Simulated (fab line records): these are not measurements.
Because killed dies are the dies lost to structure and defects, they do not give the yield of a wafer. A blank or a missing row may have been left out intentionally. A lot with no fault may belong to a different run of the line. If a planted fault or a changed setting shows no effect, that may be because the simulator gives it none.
Which tool is to blame?	flow n5_finfet	Sampling: 9 lots, 27 wafers, 6 of 1938 route steps

## WHAT THE GAUGES SHOWED, per wafer
N5_BEOL_M4_RC_MEAS_101. Usual: DIBL_N 36.4 mV/V, standard deviation 2.7; DIBL_P 36 mV/V, standard deviation 3.2; IOFF_N 0.16 nA/um, standard deviation 0.046; IOFF_P 0.21 nA/um, standard deviation 0.055; ION_N 677 uA/um, standard deviation 15; ION_P 464 uA/um, standard deviation 11; SS_N 71.5 mV/dec, standard deviation 0.79; SS_P 73.3 mV/dec, standard deviation 0.93; VT_N 250 mV, standard deviation 4.1; VT_P -251 mV, standard deviation 4.4.
lot	measured	on	DIBL_N (mV/V)	DIBL_P (mV/V)	IOFF_N (nA/um)	IOFF_P (nA/um)	ION_N (uA/um)	ION_P (uA/um)	SS_N (mV/dec)	SS_P (mV/dec)	VT_N (mV)	VT_P (mV)	flag
L223	day 7 20:13	prober-01	34.9 36.4 39.0	35 37 41	0.14 0.18 0.23	0.22 0.26 0.35	670 683 690	466 472 470	72.1 72.4 72.5	73.6 73.2 75.1	251 247 247	-247 -245 -240	
L224	day 7 22:32	prober-02	37.0 43.5 39.5	35 44 38	0.16 0.32 0.22	0.21 0.42 0.29	680 733 692	467 500 479	71.0 72.7 71.5	73.8 76.2 73.5	249 242 244	-249 -240 -245	
L230	day 10 16:34	prober-01	32.3 36.5 33.2	32 38 33	0.10 0.17 0.11	0.15 0.23 0.16	669 687 665	465 472 458	70.9 71.7 70.6	71.4 72.6 71.4	255 248 251	-253 -250 -252	
L233	day 10 22:13	prober-02	36.4 37.7 36.7	37 38 36	0.16 0.19 0.15	0.22 0.23 0.19	677 709 672	468 480 457	71.0 71.3 71.5	74.2 73.8 73.1	247 243 251	-248 -249 -252	
L235	day 11 09:40	prober-02	35.0 33.4 32.7	36 34 33	0.17 0.15 0.13	0.21 0.20 0.17	704 691 668	478 471 460	71.3 70.3 70.5	73.8 72.8 72.9	246 246 249	-248 -248 -253	
L234	day 11 11:20	prober-01	36.4 35.7 35.9	37 35 37	0.17 0.15 0.18	0.26 0.22 0.26	683 678 695	470 470 484	71.5 71.1 71.2	73.6 72.9 72.8	248 249 246	-245 -248 -249	
L242	day 13 05:12	prober-02	36.9 37.6 37.0	38 37 36	0.17 0.17 0.17	0.24 0.24 0.22	689 675 676	475 466 454	71.3 72.1 71.6	74.3 74.6 74.0	247 249 248	-247 -248 -247	
L245	day 14 07:22	prober-02	40.0 36.7 41.0	38 34 40	0.21 0.14 0.23	0.22 0.16 0.25	677 659 689	457 448 467	72.4 71.2 72.3	73.5 72.5 74.2	249 253 247	-253 -257 -252	
L246	day 14 07:26	prober-01	28.6 32.5 32.1	29 32 33	0.06 0.11 0.11	0.09 0.12 0.13	633 658 677	435 440 462	70.3 71.0 70.6	70.7 71.9 71.7	264 256 253	-265 -259 -259	

## TOOL THAT RAN EACH LOT (tool first, then ch and the chambers of the sampled wafers, then the start)
lot	N5_BEOL_M0_DEGAS_112	N5_BEOL_M0_SURFACE_TREAT_137	N5_BEOL_M0_SPUTTER_134	N5_BEOL_M1_PECVD_72	N5_BEOL_M1_CMP_52
L223	pvd_sputter-01, day 6 03:47	pvd_sputter-02, day 6 04:07	pvd_sputter-02, day 6 04:34	pecvd-04 ch 0,1,2, day 6 06:03	cmp-04 ch 0,1,2, day 6 12:50
L224	pvd_sputter-01, day 6 03:57	pvd_sputter-03, day 6 04:25	pvd_sputter-03, day 6 04:52	pecvd-04 ch 1,2, day 6 06:27	cmp-04 ch 0,2,3, day 6 16:44
L230	pvd_sputter-02, day 7 19:10	pvd_sputter-02, day 7 19:38	pvd_sputter-03, day 7 21:12	pecvd-04 ch 0,1,2, day 7 22:32	cmp-03 ch 0,2,3, day 9 00:44
L233	pvd_sputter-02, day 8 17:35	pvd_sputter-02, day 8 18:06	pvd_sputter-03, day 8 20:00	pecvd-04 ch 0,1,2, day 8 21:20	cmp-03 ch 0,1, day 9 05:37
L235	pvd_sputter-01, day 8 22:14	pvd_sputter-03, day 8 22:52	pvd_sputter-03, day 8 23:20	pecvd-04 ch 0,1, day 9 00:40	cmp-03 ch 0,1,2, day 9 13:56
L234	pvd_sputter-03, day 8 22:55	pvd_sputter-03, day 8 23:32	pvd_sputter-03, day 9 00:01	pecvd-03 ch 1,2, day 9 01:20	cmp-03 ch 0,2, day 9 16:05
L242	pvd_sputter-01, day 10 15:59	pvd_sputter-01, day 10 16:26	pvd_sputter-03, day 10 18:01	pecvd-03 ch 1,2, day 10 19:23	cmp-04 ch 0,1,3, day 11 08:59
L245	pvd_sputter-01, day 11 14:07	pvd_sputter-01, day 11 14:30	pvd_sputter-02, day 11 14:58	pecvd-02 ch 1,2, day 11 16:29	cmp-03 ch 1,2, day 12 14:26
L246	pvd_sputter-02, day 11 14:38	pvd_sputter-02, day 11 15:14	pvd_sputter-02, day 11 15:56	pecvd-04 ch 0,1,2, day 11 17:17	cmp-04 ch 0,1,3, day 12 11:13
- N5_BEOL_M0_DEGAS_112: time 60 s.
- N5_BEOL_M0_SURFACE_TREAT_137
- N5_BEOL_M0_SPUTTER_134: material Cu, target thk 4 nm, time 7.37 s.
- N5_BEOL_M1_PECVD_72: deposits SiO2 from TEOS/O2, target thk 16 nm, time 18 s.
- N5_BEOL_M1_CMP_52: polishes, stops on SiOC, t overpolish 6.8 s, target thk 40 nm.

## AS READ BY THE TOOLS THEMSELVES (means over the sampled wafers that have a number; for cases with no such wafer, the mark the record gives instead)
N5_BEOL_M0_DEGAS_112. Usual: heater_power_w at 330 W, with a standard deviation of 24.
lot	tool	heater_power_w (W)	flag
L223	pvd_sputter-01	339	
L224	pvd_sputter-01	319	
L230	pvd_sputter-02	344	
L233	pvd_sputter-02	330	
L235	pvd_sputter-01	317	
L234	pvd_sputter-03	333	
L242	pvd_sputter-01	336	
L245	pvd_sputter-01	320	
L246	pvd_sputter-02	327	

N5_BEOL_M0_SPUTTER_134. Usual: throttle_valve_pct at 29.7 %, with a standard deviation of 1.2.
lot	tool	throttle_valve_pct (%)	flag
L223	pvd_sputter-02	30.4	
L224	pvd_sputter-03	28.3	
L230	pvd_sputter-03	28.8	
L233	pvd_sputter-03	28.5	
L235	pvd_sputter-03	28.9	
L234	pvd_sputter-03	30.6	
L242	pvd_sputter-03	29.0	
L245	pvd_sputter-02	30.1	
L246	pvd_sputter-02	30.3	

N5_BEOL_M1_PECVD_72. Usual: heater_power_w 690 W, standard deviation 80; showerhead_plenum_p_Torr 8.79 Torr, standard deviation 0.044; susceptor_temp_C 399.98 C, standard deviation 0.23; throttle_valve_pct 22.5 %, standard deviation 1.4.
lot	tool	heater_power_w (W)	showerhead_plenum_p_Torr (Torr)	susceptor_temp_C (C)	throttle_valve_pct (%)	flag
L223	pecvd-04	726	8.81	399.99	22.4	
L224	pecvd-04	737	8.82	400.06	23.0	
L230	pecvd-04	721	8.82	399.98	22.8	
L233	pecvd-04	676	8.81	395.50	22.7	OFF
L235	pecvd-04	767	8.79	395.11	22.5	OFF
L234	pecvd-03	685	8.74	399.88	22.4	
L242	pecvd-03	656	8.71	399.95	22.1	
L245	pecvd-02	707	8.75	399.98	23.4	
L246	pecvd-04	723	8.81	399.91	22.9	

N5_BEOL_M1_CMP_52. Usual: barrier_field_endpoint_s 24.9 s, standard deviation 0.66; motor_current_A 5.9 A, standard deviation 0.44; platen_rpm 50.00 rpm, standard deviation 0.033.
lot	tool	barrier_field_endpoint_s (s)	motor_current_A (A)	platen_rpm (rpm)	flag
L223	cmp-04	24.2	6.0	50.00	
L224	cmp-04	25.0	6.2	50.01	
L230	cmp-03	25.3	5.7	50.02	
L233	cmp-03	26.2	5.4	50.00	
L235	cmp-03	25.8	5.6	50.01	
L234	cmp-03	25.4	5.5	49.96	
L242	cmp-04	24.3	6.3	49.99	
L245	cmp-03	24.6	5.8	50.03	
L246	cmp-04	24.2	6.3	49.95	

## THE ANSWER, worked out from the rows above alone
Rule: lot off if the mean of its wafers having a number is beyond 3 standard deviations from the usual mean. A lot without any number at a reading at which 4 lots or more have one is off too. All remaining lots with rows at the step are treated as sound. After the gauges, taken in route order, come the tools' own readings; for these a lot's mean is taken, as printed above. The first step at which some lot is off is used, and at that step the reading that is off furthest; a lot without a number counts as furthest.
Off: L233, L235 (N5_BEOL_M1_PECVD_72, susceptor_temp_C).
If a tool, at that step or one of the process steps before it, ran each lot that is off and ran no sound lot following the first of them, it fits. None of those tried fits.

## WHAT THE SIMULATOR PUT IN
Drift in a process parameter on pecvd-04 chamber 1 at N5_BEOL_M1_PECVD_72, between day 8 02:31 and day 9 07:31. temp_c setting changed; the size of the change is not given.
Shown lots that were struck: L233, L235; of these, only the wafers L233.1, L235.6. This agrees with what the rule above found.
